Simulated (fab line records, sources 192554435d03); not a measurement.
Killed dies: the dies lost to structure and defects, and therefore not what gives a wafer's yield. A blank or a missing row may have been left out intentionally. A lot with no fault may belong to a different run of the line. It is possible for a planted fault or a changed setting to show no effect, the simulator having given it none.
Split-lot experiment | flow n5-finfet | 39 wafers read from 7 lots, route of 1938 steps

ABOUT THE SPLIT
At N5_DUMMY_GATE_ETCH_37 (etches SOC in N2/H2, target depth 60 nm, overetch 30 nm), the setting source-w was moved away from the recipe's 840 W on 15 of the 39 wafers read, by -19.1% to +18.8%. For the rest of the wafers, this setting stayed at what the recipe calls for.

The reading is taken at the split's own step.

THE READING
rf-vpp-V, in V, at N5_DUMMY_GATE_ETCH_37 (etches SOC in N2/H2, target depth 60 nm, overetch 30 nm). A value of 523.5 V with a standard deviation of 2.2 V is what fault-free wafers of this fab line usually give.

wafer  | tool, chamber at the split | source-w as run, W | against the recipe | rf-vpp-V, V | against lot-mates on the recipe
L075.1 | rie-diel-04, 3             | 975.3              | +16.1%             | 495.9       | -27.4
L075.2 | rie-diel-04, 1             | 975.3              | +16.1%             | 496.5       | -26.8
L075.3 | rie-diel-04, 0             | 975.3              | +16.1%             | 499.0       | -24.3
L075.4 | rie-diel-04, 2             | 840                | recipe             | 526.3       | -
L075.5 | rie-diel-04, 1             | 840                | recipe             | 520.6       | -
L075.6 | rie-diel-04, 0             | 840                | recipe             | 522.9       | -
L081.1 | rie-diel-04, 3             | 840                | recipe             | 519.4       | -
L081.2 | rie-diel-04, 2             | 840                | recipe             | 526.8       | -
L081.3 | rie-diel-04, 0             | 679.9              | -19.1%             | 562.1       | +38.7
L081.4 | rie-diel-04, 1             | 679.9              | -19.1%             | 558.2       | +34.8
L081.5 | rie-diel-04, 0             | 840                | recipe             | 523.9       | -
L081.6 | rie-diel-04, 3             | 679.9              | -19.1%             | 557.7       | +34.3
L082.1 | rie-diel-02, 1             | 840                | recipe             | 519.9       | -
L082.2 | rie-diel-02, 0             | 840                | recipe             | 523.5       | -
L082.3 | rie-diel-02, 2             | 840                | recipe             | 524.1       | -
L082.4 | rie-diel-02, 2             | 840                | recipe             | 524.6       | -
L082.5 | rie-diel-02, 0             | 840                | recipe             | 523.6       | -
L082.6 | rie-diel-02, 1             | 840                | recipe             | 520.9       | -
L085.1 | rie-diel-02, 1             | 840                | recipe             | 519.8       | -
L085.2 | rie-diel-02, 2             | 840                | recipe             | 524.2       | -
L085.3 | rie-diel-02, 0             | 742.5              | -11.6%             | 546.1       | +23.6
L085.4 | rie-diel-02, 3             | 840                | recipe             | 523.6       | -
L085.5 | rie-diel-02, 0             | 742.5              | -11.6%             | 545.2       | +22.7
L085.6 | rie-diel-02, 3             | 742.5              | -11.6%             | 545.6       | +23.1
L090.1 | rie-diel-05, 1             | 840                | recipe             | 522.8       | -
L090.2 | rie-diel-05, 3             | 998.2              | +18.8%             | 494.3       | -29.5
L090.3 | rie-diel-05, 0             | 998.2              | +18.8%             | 492.8       | -31.0
L090.4 | rie-diel-05, 2             | 840                | recipe             | 524.6       | -
L090.5 | rie-diel-05, 2             | 998.2              | +18.8%             | 493.7       | -30.1
L090.6 | rie-diel-05, 1             | 840                | recipe             | 524.1       | -
L092.2 | rie-diel-02, 0             | 840                | recipe             | 523.6       | -
L092.3 | rie-diel-02, 2             | 840                | recipe             | 524.6       | -
L092.4 | rie-diel-02, 2             | 840                | recipe             | 524.5       | -
L096.1 | rie-diel-02, 0             | 840                | recipe             | 524.9       | -
L096.2 | rie-diel-02, 1             | 840                | recipe             | 528.8       | -
L096.3 | rie-diel-02, 3             | 936.3              | +11.5%             | 504.8       | -21.4
L096.4 | rie-diel-02, 2             | 936.3              | +11.5%             | 507.4       | -18.8
L096.5 | rie-diel-02, 2             | 840                | recipe             | 524.9       | -
L096.6 | rie-diel-02, 1             | 936.3              | +11.5%             | 510.6       | -15.6

THE FIT
A straight line over all 39 wafers: rf-vpp-V changes by -1.71 V for each +1% of source-w; r = -0.99; the points scatter about the line by 2.4 V.
The same after taking each lot's own level away (the mean of its wafers on the recipe; 39 wafers): -1.75 V for each +1%; r = -0.99; scatter 2.2 V.
According to that fit, moving source-w by its largest amount changes the reading by 33 V.
Across the lots, their own levels run from 522.53 to 526.20 V, a range of 1.7 times the standard deviation given above.
The two slopes are in agreement: the lot-to-lot level therefore moves the slope only a little.
Check: +33.4 V against its lot-mates is what the line predicts for one of the wafers moved furthest among these (-19.1%) when that wafer is left out of the fit. It came out at +38.7 V against them.
Tool readings at the split's step, against how far the setting was moved: rf-vpp-V r = -0.99.

FURTHER SPLITS ON THESE WAFERS
Note: prior to the reading, these wafers also went through further splits. Each is held against what the fit with the lots' levels taken away leaves over:
other split on the same wafers    | wafers away from the commonest value | r with rf-vpp-V (lot level and that fit taken away)
N5_WELL_APT_IMPLANT_14 energy-kev | 12                                   | +0.02
N5_DUMMY_GATE_EXPOSE_12 dose-mj   | 15                                   | +0.07

THE WHOLE CHAIN: every reading that the file lists as answering this split, in the file's order
step                  | what it does                                            | reading                                                                             | change (the file's fit)                | r (the file's)
N5_DUMMY_GATE_ETCH_37 | etches SOC in N2/H2, target depth 60 nm, overetch 30 nm | rf-vpp-V                                                                            | -1.73 V for each +1% of the setting    | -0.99
N5_DUMMY_GATE_ETCH_37 | etches SOC in N2/H2, target depth 60 nm, overetch 30 nm | SiARC_of_DUMMY_GATE_COAT_35.thk-nm (the simulator's own value, which no gauge read) | -0.0287 nm for each +1% of the setting | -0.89

FILE'S OWN FIT
rf-vpp-V changes by -1.73 V for each +1% of source-w, r = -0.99.
